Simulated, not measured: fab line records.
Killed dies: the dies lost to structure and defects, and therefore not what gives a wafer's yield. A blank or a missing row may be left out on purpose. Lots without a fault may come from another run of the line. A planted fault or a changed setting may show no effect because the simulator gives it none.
fab line records	flow n5_finfet
record lots=7	wafers=21
route steps=1938 shown DUMMY_GATE@224 SD_EPI_N@268 SDB@369 HKMG_FIN@402 MOL_CONTACT_COAG@535 BEOL_M0_SAQP@673
start_h: hours from the record's opening day to when the first of the lot's shown wafers began	wait_h: time in hours since the lot's previous step	" the same as in the row above	L1.1+2: a row that stands for several wafers	- no value, or no start was given	* or withheld: withheld	< > ~ a bound
route shown NAME@n: names a module that has steps shown in the file, with the first one's number in the route	usual: average and standard deviation across the fault-free wafers	same: alike in all rows	chamber/n: place in a boat	sites: per-site readings	_std_site: standard deviation across them	_edge_site: outer sites' mean less inner sites'	radius_mm: how far each site lies from the wafer's centre	mask NAME#n: copy n	behind: the tool/chamber that last shaped the wafer	hold: reason for holding the lot/hours on hold/outcome of the hold	device: the transistor (n, p or np) that didn't switch	end of line: tests run on the same wafers once the route is complete	a step with no rows: only its recipe	killed: the dies lost at the first sort to structure and to defects; this is not the yield of the wafer	map: a wafer's dies, x killed, . not, _ none there
set.NAME: the setting that was run; set.NAME@STEP: the one run at that earlier step	model.NAME: the simulator's own value behind a step, which no gauge read
one table per step and one row per wafer, for lots whose settings were changed on purpose
## steps
# step N5_DUMMY_GATE_COAT_28
# recipe resist=underlayer	temp_c=205	time_s=60	spin_rpm=1500	resist_thk_nm=10
lot.wafer	tool	chamber	start_h	wait_h	set.spin_rpm	model.underlayer_of_DUMMY_GATE_COAT_28.thk_nm
L075.2+3+4	litho_track-04	0	-	-	1500	10
L080.1+6	litho_track-04	0	-	-	1641	9.6
L080.2	"	0	"	"	1500	10
L084.1+2+6	litho_track-01	0	-	-	1500	10
L085.1+3	litho_track-03	0	-	-	1338	10.6
L085.4	"	0	"	"	1500	10
L088.1+2+3	litho_track-04	0	-	-	1500	10
L091.2+3	litho_track-03	0	-	-	1500	10
L091.4	"	0	"	"	1638	9.6
L092.2+4+6	litho_track-04	0	-	-	1500	10
# step N5_DUMMY_GATE_COAT_09
# recipe resist=CAR-EUV	spin_rpm=1500	resist_thk_nm=30
# step N5_DUMMY_GATE_EBR_11
# recipe solvent=PGMEA	ebr_width_mm=1.5
# step N5_DUMMY_GATE_ETCH_31
# recipe chemistry=C4F6/O2	target=SiO2	mask_material=SOC	target_depth_a=825	time_s=27.5	ion_energy_ev=250	pressure_mtorr=30	source_w=345	bias_w=185	Ar_flow_sccm=300	C4F6_flow_sccm=10	O2_flow_sccm=10
# step N5_DUMMY_GATE_STRIP_41
# recipe chemistry=O2	power_w=400	temp_c=40	pressure_mtorr=30	rf_frequency_hz=6e+07	bias_power_w=0	overash_fraction=0.3	o2_flow_sccm=225
# step N5_DUMMY_GATE_HM_OPEN_21
# recipe chemistry=CH3F/O2	target=SiNx	target_depth_a=1200	Ar_flow_sccm=150	CH3F_flow_sccm=30	O2_flow_sccm=23	time_s=171.4	pressure_mtorr=30	source_w=395	bias_w=73	ion_energy_ev=120.7
lot.wafer	tool	chamber	start_h	wait_h	set.time_s@DUMMY_GATE_PECVD_30	model.SiO2_of_DUMMY_GATE_PECVD_30.thk_nm
L075.2	rie_diel-03	3	56.49	0.0	10.8	44.2
L075.3	"	0	"	"	10.8	44.6
L075.4	"	1	"	"	10.8	45.2
L080.1	rie_diel-05	0	83.16	0.0	10.8	44.6
L080.2	"	1	"	"	10.8	44.4
L080.6	"	3	"	"	9.891	41
L084.1	rie_diel-03	1	106.89	0.0	10.17	43.2
L084.2	"	3	"	"	10.8	46.2
L084.6	"	0	"	"	10.17	43
L085.1	rie_diel-05	0	113.41	0.0	10.8	46.6
L085.3	"	1	"	"	10.8	45.2
L085.4	"	1	"	"	10.8	46.4
L088.1	rie_diel-02	1	131.96	0.0	10.8	45.2
L088.2	"	3	"	"	10.8	44.8
L088.3	"	0	"	"	10.8	45.4
L091.2	rie_diel-02	0	168.29	0.0	10.8	43.8
L091.3	"	3	"	"	12.35	51.6
L091.4	"	2	"	"	10.8	44.6
L092.2	rie_diel-02	1	169.13	0.0	9.546	39
L092.4	"	0	"	"	9.546	40
L092.6	"	1	"	"	10.8	45.8
# step N5_SD_EPI_N_PEB_07
# recipe peb_temp_c=110	peb_time_s=60	resist=CAR-ArF-block
lot.wafer	tool	chamber	start_h	wait_h	set.peb_time_s
L075.2	litho_track-02	0	57.96	0.0	60
L075.3+4	"	0	"	"	72.07
L080.1+2	litho_track-05	0	85.05	0.1	60
L080.6	"	0	"	"	73.25
L084.1+6	litho_track-03	0	108.37	0.1	71.8
L084.2	"	0	"	"	60
L085.1+3+4	litho_track-02	0	115.81	0.1	60
L088.1+2+3	litho_track-02	0	133.42	0.1	60
L091.2	litho_track-03	0	169.94	0.0	60
L091.3+4	"	0	"	"	71.75
L092.2+6	litho_track-03	0	172.04	0.0	65.37
L092.4	"	0	"	"	60
# step N5_SD_EPI_N_DEVELOP_08
# recipe develop_time_s=30	developer=TMAH	resist=CAR-ArF-block	dev_temp_c=23	rinse_liquid=diw	dry=air_spin
# step N5_SD_EPI_N_CD_MEAS_09
# recipe target_cd_nm=120	landing_energy_ev=500	detector=se_inlens
# usual cd_nm=120.2/0.52
lot.wafer	tool	chamber	start_h	wait_h	set.peb_time_s@SD_EPI_N_PEB_07	cd_nm
L075.2	cd_sem-01	0	58.03	-	60	120.5
L075.3	"	0	"	"	72.07	126.6
L075.4	"	0	"	"	72.07	126.3
L080.1	cd_sem-02	0	85.12	-	60	119.7
L080.2	"	0	"	"	60	123.0
L080.6	"	0	"	"	73.25	129.2
L084.1	cd_sem-03	0	108.44	-	71.8	125.1
L084.2	"	0	"	"	60	119.8
L084.6	"	0	"	"	71.8	125.7
L085.1	cd_sem-01	0	115.88	-	60	120.2
L085.3	"	0	"	"	60	119.9
L085.4	"	0	"	"	60	120.5
L088.1	cd_sem-02	0	133.49	-	60	119.9
L088.2	"	0	"	"	60	120.5
L088.3	"	0	"	"	60	120.7
L091.2	cd_sem-02	0	170.01	-	60	120.6
L091.3	"	0	"	"	71.75	126.1
L091.4	"	0	"	"	71.75	126.1
L092.2	cd_sem-01	0	172.10	-	65.37	123.3
L092.4	"	0	"	"	60	120.3
L092.6	"	0	"	"	65.37	123.3
# step N5_SD_EPI_N_DESCUM_14
# recipe chemistry=O2	time_s=7.9	source_power_w=50	bias_power_w=20	pressure_mtorr=20	rf_frequency_hz=2.712e+07	temp_c=40	resist=CAR-ArF-block	o2_flow_sccm=225
lot.wafer	tool	chamber	start_h	wait_h	set.peb_time_s@SD_EPI_N_PEB_07	model.SD_EPI_N.cd_nm
L075.2	rie_diel-04	3	58.22	0.1	60	120.4
L075.3+4	"	2,1	"	"	72.07	126.4
L080.1	rie_diel-06	0	85.21	0.0	60	119.6
L080.2	"	2	"	"	60	122.8
L080.6	"	3	"	"	73.25	128.8
L084.1	rie_diel-01	1	108.53	0.0	71.8	125.2
L084.2	"	2	"	"	60	120
L084.6	"	2	"	"	71.8	125.8
L085.1+3	rie_diel-06	0,2	116.06	0.1	60	120
L085.4	"	3	"	"	60	120.8
L088.1	rie_diel-01	2	133.58	0.0	60	119.8
L088.2	"	0	"	"	60	120.6
L088.3	"	3	"	"	60	120.2
L091.2	rie_diel-04	1	170.09	0.0	60	120.4
L091.3	"	2	"	"	71.75	125.8
L091.4	"	0	"	"	71.75	126
L092.2	rie_diel-04	3	172.19	0.0	65.37	123.2
L092.4	"	1	"	"	60	120.2
L092.6	"	2	"	"	65.37	123.4
# step N5_SD_EPI_N_ETCH_34
# recipe chemistry=CF4	target=SiARC	target_depth_a=455	mask_material=CAR-ArF-block	time_s=75.8	ion_energy_ev=80	pressure_mtorr=40	source_w=545	bias_w=36	Ar_flow_sccm=100	cf4_flow_sccm=100	ends=cleared
# step N5_SD_EPI_N_ETCH_35
# recipe chemistry=N2/H2	target=SOC	overetch_a=1080	mask_material=SiARC	temp_c=40	ion_energy_ev=100	source_w=3000	bias_w=133	pressure_mtorr=20	time_s=486	n2_flow_sccm=200	h2_flow_sccm=200
lot.wafer	tool	chamber	start_h	wait_h	set.peb_time_s@SD_EPI_N_PEB_07	model.SD_EPI_N.cd_nm
L075.2	rie_diel-04	3	58.31	0.0	60	120.2
L075.3	"	2	"	"	72.07	126
L075.4	"	1	"	"	72.07	127.2
L080.1	rie_diel-06	0	85.30	0.0	60	119.6
L080.2	"	2	"	"	60	123
L080.6	"	3	"	"	73.25	129.2
L084.1	rie_diel-01	1	108.62	0.0	71.8	126.6
L084.2	"	2	"	"	60	121.2
L084.6	"	2	"	"	71.8	128
L085.1+3	rie_diel-06	0,2	116.15	0.0	60	120.2
L085.4	"	3	"	"	60	121.6
L088.1	rie_diel-01	2	133.67	0.0	60	120.6
L088.2	"	0	"	"	60	122.4
L088.3	"	3	"	"	60	120.8
L091.2	rie_diel-04	1	170.19	0.0	60	121.6
L091.3	"	2	"	"	71.75	127
L091.4	"	0	"	"	71.75	127.6
L092.2	rie_diel-04	3	172.28	0.0	65.37	122.2
L092.4	"	1	"	"	60	121.6
L092.6	"	2	"	"	65.37	123.8
# step N5_SDB_CUT_ETCH_26
# recipe chemistry=HBr/Cl2/O2	target=Si	target_depth_a=1296	bt_time_s=20	mask_material=SiNx	time_s=51.8	ion_energy_ev=*	bias_w=*	pressure_mtorr=10	icp_w=800	HBr_flow_sccm=150	Cl2_flow_sccm=80	O2_flow_sccm=12
lot.wafer	tool	chamber	start_h	wait_h	set.icp_w	model.etch.depth_nm	model.SDB.feature_depth_nm
L075.2	rie_si-02	3	76.19	0.1	893.3	134.1	134.2
L075.3	"	1	"	"	893.3	135.2	135.2
L075.4	"	3	"	"	800	127	127
L080.1	rie_si-04	0	102.43	0.1	943.3	140.4	140.4
L080.2	"	3	"	"	800	130.3	130.4
L080.6	"	1	"	"	800	129.4	129.4
L084.1	rie_si-01	1	125.77	0.1	800	130.9	131
L084.2	"	3	"	"	800	129.2	129.2
L084.6	"	0	"	"	800	129.5	129.6
L085.1	rie_si-01	1	133.08	0.1	800	131.4	131.4
L085.3	"	0	"	"	800	130.4	130.4
L085.4	"	3	"	"	800	130.6	130.6
L088.1	rie_si-02	3	151.80	0.1	800	126.4	126.4
L088.2	"	0	"	"	800	128.7	128.8
L088.3	"	2	"	"	800	128.7	128.6
L091.2	rie_si-01	2	187.65	0.1	800	131.2	131.2
L091.3	"	1	"	"	715.6	125.1	125.2
L091.4	"	3	"	"	715.6	123.7	123.6
L092.2	rie_si-04	0	188.73	0.1	899.7	135.9	135.8
L092.4	"	3	"	"	800	130.9	131
L092.6	"	3	"	"	800	130.2	130.2
# step N5_SDB_ALD_29
# recipe material=SiNx	target_thk_a=300	temp_c=400	ald_precursor_family=SiH2I2	ald_co_reactant=N2/H2-plasma	pulse_time_s=1	ald_cycles=600	purge_time_s=2	co_reactant_purge_time_s=2	pressure_torr=2
lot.wafer	tool	chamber	start_h	wait_h	set.ald_cycles	model.SiNx_of_SDB_ALD_29.thk_nm
L075.2+4	ald_sin-04	1,3	76.37	0.0	600	30
L075.3	"	2	"	"	600	29.8
L080.1+6	ald_sin-02	3,2	102.61	0.0	600	29.8
L080.2	"	2	"	"	600	30
L084.1	ald_sin-01	1	125.96	0.0	600	30
L084.2+6	"	0	"	"	667	33.2
L085.1	ald_sin-02	2	133.26	0.0	600	29.8
L085.3	"	1	"	"	600	30
L085.4	"	3	"	"	523	26.2
L088.1	ald_sin-02	3	151.98	0.0	600	30
L088.2+3	"	0,1	"	"	600	30.2
L091.2+3	ald_sin-01	3,0	190.26	2.5	600	30.2
L091.4	"	3	191.61	3.8	600	30
L092.2+6	ald_sin-02	2	190.75	1.9	600	29.8
L092.4	"	1	"	"	600	30
# step N5_HKMG_FIN_ETCH_54
# recipe chemistry=CF4	target=SiARC	target_depth_a=455	mask_material=CAR-ArF	time_s=75.8	ion_energy_ev=80	pressure_mtorr=40	source_w=545	bias_w=36	Ar_flow_sccm=100	cf4_flow_sccm=100	ends=cleared
# usual etch_rf_on_time_s=75.4/0.81	rf_vpp_V=184.3/1.1
lot.wafer	tool	chamber	start_h	wait_h	set.source_w	etch_rf_on_time_s	rf_vpp_V
L075.2	rie_diel-04	1	81.42	0.0	545	75.5	184.7
L075.3	"	2	"	"	501.5	81.1	189.7
L075.4	"	0	"	"	501.5	81.6	188.9
L080.1	rie_diel-04	2	107.30	0.0	545	77.1	184.7
L080.2	"	0	"	"	545	76.8	182.0
L080.6	"	0	"	"	582.3	72.6	177.4
L084.1	rie_diel-06	2	130.67	0.0	492.6	82.4	192.3
L084.2	"	3	"	"	492.6	82.4	191.7
L084.6	"	2	"	"	545	76.0	185.2
L085.1	rie_diel-01	1	137.97	0.0	469.4	85.1	194.6
L085.3	"	3	"	"	545	75.8	184.9
L085.4	"	0	"	"	545	77.2	185.6
L088.1	rie_diel-01	1	157.02	0.0	545	73.8	183.9
L088.2	"	0	"	"	545	75.6	186.4
L088.3	"	2	"	"	545	74.3	182.5
L091.2	rie_diel-04	1	195.01	0.0	545	76.1	182.5
L091.3	"	0	"	"	545	74.7	185.4
L091.4	"	2	"	"	626.9	67.2	176.5
L092.2	rie_diel-01	3	195.58	0.0	545	75.0	183.7
L092.4	"	1	"	"	545	74.6	184.1
L092.6	"	0	"	"	545	75.6	186.4
# step N5_HKMG_FIN_ETCH_55
# recipe chemistry=N2/H2	target=SOC	target_depth_a=2400	temp_c=40	time_s=300	ion_energy_ev=200	mask_material=SiARC	pressure_mtorr=30	source_w=840	bias_w=150	n2_flow_sccm=200	h2_flow_sccm=200
# usual rf_vpp_V=525.1/2.2
lot.wafer	tool	chamber	start_h	wait_h	set.bias_w	rf_vpp_V	model.HKMG_FIN.feature_depth_nm	model.etch.depth_nm	model.SiARC_of_HKMG_FIN_COAT_42.thk_nm
L075.2	rie_diel-04	1	81.47	0.0	166	559.0	251	250.9	19.6
L075.3	"	2	"	"	150	528.1	242.4	242.3	20.8
L075.4	"	0	"	"	166	554.0	251.6	251.7	19.4
L080.1	rie_diel-04	2	107.36	0.0	150	526.8	239	238.9	21.2
L080.2	"	0	"	"	150	518.6	236.6	236.6	21.4
L080.6	"	0	"	"	137.8	492.3	228	228	22.8
L084.1	rie_diel-06	2	130.73	0.0	150	527.4	242.6	242.6	21
L084.2	"	3	"	"	150	523.2	244.4	244.5	21
L084.6	"	2	"	"	150	526.7	242.6	242.5	21
L085.1	rie_diel-01	1	138.03	0.0	150	524.2	245.2	245.3	20.8
L085.3	"	3	"	"	150	524.6	241.2	241.3	21
L085.4	"	0	"	"	150	527.6	240.4	240.3	21.2
L088.1	rie_diel-01	1	157.08	0.0	150	524.0	247.4	247.4	20.8
L088.2	"	0	"	"	150	527.9	244.2	244.2	20.8
L088.3	"	2	"	"	150	521.5	247.6	247.7	20.6
L091.2	rie_diel-04	1	195.07	0.0	150	523.8	240.8	240.7	21.4
L091.3	"	0	"	"	130.4	483.6	228.8	228.9	23.4
L091.4	"	2	"	"	130.4	480.9	226.2	226.2	23.4
L092.2	rie_diel-01	3	195.64	0.0	150	524.2	242.6	242.6	21
L092.4	"	1	"	"	150	524.4	245	245	21
L092.6	"	0	"	"	150	526.5	240.4	240.3	21.2
# step N5_MOL_CONTACT_COAG_CONTACT_ETCH_14
# recipe chemistry=C4F6/O2	target=SiO2	target_depth_a=275	overetch_a=85	mask_material=SOC	pressure_mtorr=30	source_w=370	bias_w=185	Ar_flow_sccm=300	C4F6_flow_sccm=16	O2_flow_sccm=10	time_s=20	ion_energy_ev=259.6
# usual rf_vpp_V=694.1/2.7
lot.wafer	tool	chamber	start_h	wait_h	set.source_w	rf_vpp_V
L075.2	rie_diel-04	1	101.94	0.0	390.5	683.0
L075.3	"	3	"	"	370	695.8
L075.4	"	0	"	"	370	688.7
L080.1	rie_diel-01	2	122.84	0.0	405.7	669.5
L080.2	"	1	"	"	370	693.9
L080.6	"	2	"	"	370	690.8
L084.1	rie_diel-01	2	166.26	0.0	370	689.5
L084.2	"	1	"	"	370	693.2
L084.6	"	1	"	"	370	694.2
L085.1	rie_diel-01	1	171.16	0.0	370	693.3
L085.3	"	2	"	"	370	689.5
L085.4	"	3	"	"	426.2	663.2
L088.1	rie_diel-06	2	175.63	0.0	370	696.6
L088.2	"	0	"	"	370	691.8
L088.3	"	3	"	"	370	693.5
L091.2	rie_diel-01	1	218.05	0.0	307.5	731.6
L091.3	"	3	"	"	370	692.0
L091.4	"	2	"	"	307.5	729.3
L092.2	rie_diel-01	1	218.77	0.0	370	693.2
L092.4	"	2	"	"	370	689.9
L092.6	"	2	"	"	370	688.8
# step N5_MOL_CONTACT_COAG_ETCH_15
# recipe chemistry=CH3F/O2	target=SiNx	target_depth_a=70	mask_material=SOC	stop_on=Si:P	over_etch_frac=0.75	ion_energy_ev=120	pressure_mtorr=30	source_w=395	bias_w=73	Ar_flow_sccm=150	CH3F_flow_sccm=30	O2_flow_sccm=20
# usual rf_vpp_V=298/3.9
lot.wafer	tool	chamber	start_h	wait_h	set.source_w	rf_vpp_V
L075.2	rie_diel-04	1	101.98	0.0	395	294
L075.3	"	3	"	"	395	301
L075.4	"	0	"	"	395	292
L080.1	rie_diel-01	2	122.88	0.0	395	295
L080.2	"	1	"	"	331.6	323
L080.6	"	2	"	"	331.6	322
L084.1	rie_diel-01	2	166.29	0.0	395	297
L084.2	"	1	"	"	395	297
L084.6	"	1	"	"	437.4	283
L085.1	rie_diel-01	1	171.19	0.0	461.3	278
L085.3	"	2	"	"	461.3	276
L085.4	"	3	"	"	395	298
L088.1	rie_diel-06	2	175.66	0.0	395	300
L088.2	"	0	"	"	395	292
L088.3	"	3	"	"	395	295
L091.2	rie_diel-01	1	218.08	0.0	351.6	314
L091.3	"	3	"	"	395	298
L091.4	"	2	"	"	351.6	312
L092.2	rie_diel-01	1	218.80	0.0	395	299
L092.4	"	2	"	"	325.8	323
L092.6	"	2	"	"	395	295
# step N5_MOL_CONTACT_COAG_PECVD_31
# recipe material=SiO2	target_thk_a=460	temp_c=400	precursor=TEOS/O2	pressure_torr=6.5	rf_w=withheld	teos_flow_sccm=withheld	gas=O2	flow_sccm=2650	time_s=8.9
lot.wafer	tool	chamber	start_h	wait_h	set.temp_c	model.SiO2_of_MOL_CONTACT_COAG_PECVD_31.thk_nm
L075.2	pecvd-02	2	112.23	0.3	388.6	48
L075.3	"	1	"	"	400	45.4
L075.4	"	2	"	"	388.6	49
L080.1	pecvd-01	0	131.53	0.3	413.2	42
L080.2	"	2	"	"	400	45.8
L080.6	"	2	"	"	400	46.8
L084.1	pecvd-02	2	173.09	0.3	407.5	43.6
L084.2	"	2	"	"	400	46.6
L084.6	"	2	"	"	400	46.4
L085.1	pecvd-02	0	182.89	0.3	400	44.6
L085.3+4	"	2,0	"	"	417.1	41.2
L088.1	pecvd-01	1	190.81	0.3	400	46
L088.2	"	0	"	"	400	45.2
L088.3	"	2	"	"	400	45.4
L091.2	pecvd-02	1	228.48	0.3	389.7	48
L091.3	"	0	"	"	400	45.4
L091.4	"	0	"	"	400	46
L092.2	pecvd-02	2	233.02	0.3	400	45.4
L092.4	"	0	"	"	400	46.2
L092.6	"	2	"	"	400	46
# step N5_MOL_CONTACT_COAG_COAT_75
# recipe resist=SOC	temp_c=250	time_s=60	spin_rpm=1500	resist_thk_nm=60
# step N5_MOL_CONTACT_COAG_COAT_76
# recipe resist=SiARC	temp_c=220	time_s=60	spin_rpm=1500	resist_thk_nm=10
# step N5_MOL_CONTACT_COAG_ETCHBACK_135
# recipe chemistry=CHF3	target=SiO2	target_depth_a=250	time_s=16.7	ion_energy_ev=200	pressure_mtorr=30	source_w=610	bias_w=170	Ar_flow_sccm=200	CHF3_flow_sccm=50
# step N5_MOL_CONTACT_COAG_STRIP_118
# recipe chemistry=CHF3	resist=SiARC	rf_frequency_hz=6e+07
# step N5_MOL_CONTACT_COAG_VIA_ETCH_46
# recipe chemistry=C4F6/O2	target_depth_a=460	overetch_a=92	mask_material=SOC	target=SiO2	bias_w=455	pressure_mtorr=10	time_s=40	source_w=325	Ar_flow_sccm=300	C4F6_flow_sccm=10	O2_flow_sccm=10	ion_energy_ev=575.3	ends=end_point
lot.wafer	tool	chamber	start_h	wait_h	set.temp_c@MOL_CONTACT_COAG_PECVD_31	model.etch.depth_nm
L075.2	rie_diel-01	0	113.29	0.0	388.6	48.06
L075.3	"	2	"	"	400	45.4
L075.4	"	3	"	"	388.6	48.99
L080.1	rie_diel-04	3	132.83	0.0	413.2	42
L080.2	"	1	"	"	400	45.72
L080.6	"	1	"	"	400	46.79
L084.1	rie_diel-01	3	174.08	0.0	407.5	43.57
L084.2	"	1	"	"	400	46.62
L084.6	"	2	"	"	400	46.47
L085.1	rie_diel-06	3	212.63	0.0	400	44.5
L085.3	"	1	"	"	417.1	41.15
L085.4	"	2	"	"	417.1	41.19
L088.1	rie_diel-06	2	213.27	0.0	400	46.09
L088.2	"	1	"	"	400	45.2
L088.3	"	0	"	"	400	45.44
L091.2	rie_diel-06	1	229.90	0.0	389.7	48.09
L091.3	"	3	"	"	400	45.44
L091.4	"	0	"	"	400	45.95
L092.2	rie_diel-06	2	233.97	0.0	400	45.31
L092.4	"	0	"	"	400	46.27
L092.6	"	3	"	"	400	45.98
# step N5_BEOL_M0_SAQP_ETCH_107
# recipe chemistry=CH3F/O2	target=SiNx	target_depth_a=300	mask_material=SOC	pressure_mtorr=30	source_w=395	bias_w=73	Ar_flow_sccm=150	CH3F_flow_sccm=30	O2_flow_sccm=20	ion_energy_ev=120
# usual rf_vpp_V=296.6/2.4
lot.wafer	tool	chamber	start_h	wait_h	set.bias_w	rf_vpp_V	model.BEOL_M0_SAQP.feature_depth_nm
L075.2	rie_diel-02	1	124.67	0.0	69.64	283.3	29.4
L075.3	"	0	"	"	73	297.3	29.8
L075.4	"	3	"	"	73	293.0	30.4
L080.1	rie_diel-02	3	144.43	0.0	73	292.3	30
L080.2	"	2	"	"	85.67	337.6	31.8
L080.6	"	0	"	"	73	297.7	29.4
L084.1	rie_diel-02	3	190.79	0.0	73	293.2	30.2
L084.2	"	2	"	"	64.73	269.9	29.2
L084.6	"	2	"	"	73	297.8	30.8
L085.1	rie_diel-03	3	227.60	0.0	63.99	269.3	28.2
L085.3	"	1	"	"	73	293.8	29.8
L085.4	"	0	"	"	63.99	269.0	28.6
L088.1	rie_diel-02	1	228.68	0.0	73	293.7	30.2
L088.2	"	3	"	"	73	292.5	30.4
L088.3	"	0	"	"	73	297.4	31.2
L091.2	rie_diel-02	3	258.42	0.0	73	292.8	30.2
L091.3	"	1	"	"	73	295.1	29.6
L091.4	"	0	"	"	64.29	267.3	29.6
L092.2	rie_diel-03	0	258.78	0.0	63.3	266.3	28.6
L092.4	"	2	"	"	73	296.4	29.8
L092.6	"	0	"	"	73	298.8	30
## key
split step=N5_DUMMY_GATE_COAT_28	setting=spin_rpm	stated=1500	by=wafer
response step=N5_DUMMY_GATE_COAT_28	reading=model.underlayer_of_DUMMY_GATE_COAT_28.thk_nm	change=-0.0481	per=1%	r=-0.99
split step=N5_SD_EPI_N_PEB_07	setting=peb_time_s	stated=60	by=wafer
response step=N5_SD_EPI_N_CD_MEAS_09	reading=cd_nm	change=+0.309	per=1%	r=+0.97
response step=N5_SD_EPI_N_DESCUM_14	reading=model.SD_EPI_N.cd_nm	change=+0.305	per=1%	r=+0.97
response step=N5_SD_EPI_N_ETCH_35	reading=model.SD_EPI_N.cd_nm	change=+0.314	per=1%	r=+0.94
split step=N5_SDB_CUT_ETCH_26	setting=icp_w	stated=800	by=wafer
response step=N5_SDB_CUT_ETCH_26	reading=model.etch.depth_nm	change=+0.575	per=1%	r=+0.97
response step=N5_SDB_CUT_ETCH_26	reading=model.SDB.feature_depth_nm	change=+0.573	per=1%	r=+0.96
split step=N5_SDB_ALD_29	setting=ald_cycles	stated=600	by=wafer
response step=N5_SDB_ALD_29	reading=model.SiNx_of_SDB_ALD_29.thk_nm	change=+0.288	per=1%	r=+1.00
split step=N5_HKMG_FIN_ETCH_54	setting=source_w	stated=545	by=wafer
response step=N5_HKMG_FIN_ETCH_54	reading=etch_rf_on_time_s	change=*	per=1%	r=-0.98
response step=N5_HKMG_FIN_ETCH_54	reading=rf_vpp_V	change=-0.619	per=1%	r=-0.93
split step=N5_HKMG_FIN_ETCH_55	setting=bias_w	stated=150	by=wafer
response step=N5_HKMG_FIN_ETCH_55	reading=rf_vpp_V	change=+3.12	per=1%	r=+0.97
response step=N5_HKMG_FIN_ETCH_55	reading=model.HKMG_FIN.feature_depth_nm	change=+0.994	per=1%	r=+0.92
response step=N5_HKMG_FIN_ETCH_55	reading=model.etch.depth_nm	change=+0.991	per=1%	r=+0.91
response step=N5_HKMG_FIN_ETCH_55	reading=model.SiARC_of_HKMG_FIN_COAT_42.thk_nm	change=-0.149	per=1%	r=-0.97
split step=N5_MOL_CONTACT_COAG_CONTACT_ETCH_14	setting=source_w	stated=370	by=wafer
response step=N5_MOL_CONTACT_COAG_CONTACT_ETCH_14	reading=rf_vpp_V	change=-2.11	per=1%	r=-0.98
split step=N5_MOL_CONTACT_COAG_ETCH_15	setting=source_w	stated=395	by=wafer
response step=N5_MOL_CONTACT_COAG_ETCH_15	reading=rf_vpp_V	change=-1.45	per=1%	r=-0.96
split step=N5_MOL_CONTACT_COAG_PECVD_31	setting=temp_c	stated=400	by=wafer
response step=N5_MOL_CONTACT_COAG_PECVD_31	reading=model.SiO2_of_MOL_CONTACT_COAG_PECVD_31.thk_nm	change=-1.03	per=1%	r=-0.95
response step=N5_MOL_CONTACT_COAG_VIA_ETCH_46	reading=model.etch.depth_nm	change=-1.03	per=1%	r=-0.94
split step=N5_BEOL_M0_SAQP_ETCH_107	setting=bias_w	stated=73	by=wafer
response step=N5_BEOL_M0_SAQP_ETCH_107	reading=rf_vpp_V	change=+2.3	per=1%	r=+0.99
response step=N5_BEOL_M0_SAQP_ETCH_107	reading=model.BEOL_M0_SAQP.feature_depth_nm	change=+0.1	per=1%	r=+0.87
split outside_this_file step=N5_DUMMY_GATE_PECVD_30 setting=time_s
# split outside_this_file: this setting was split too, and the file shows its column; the key of that split is in another file
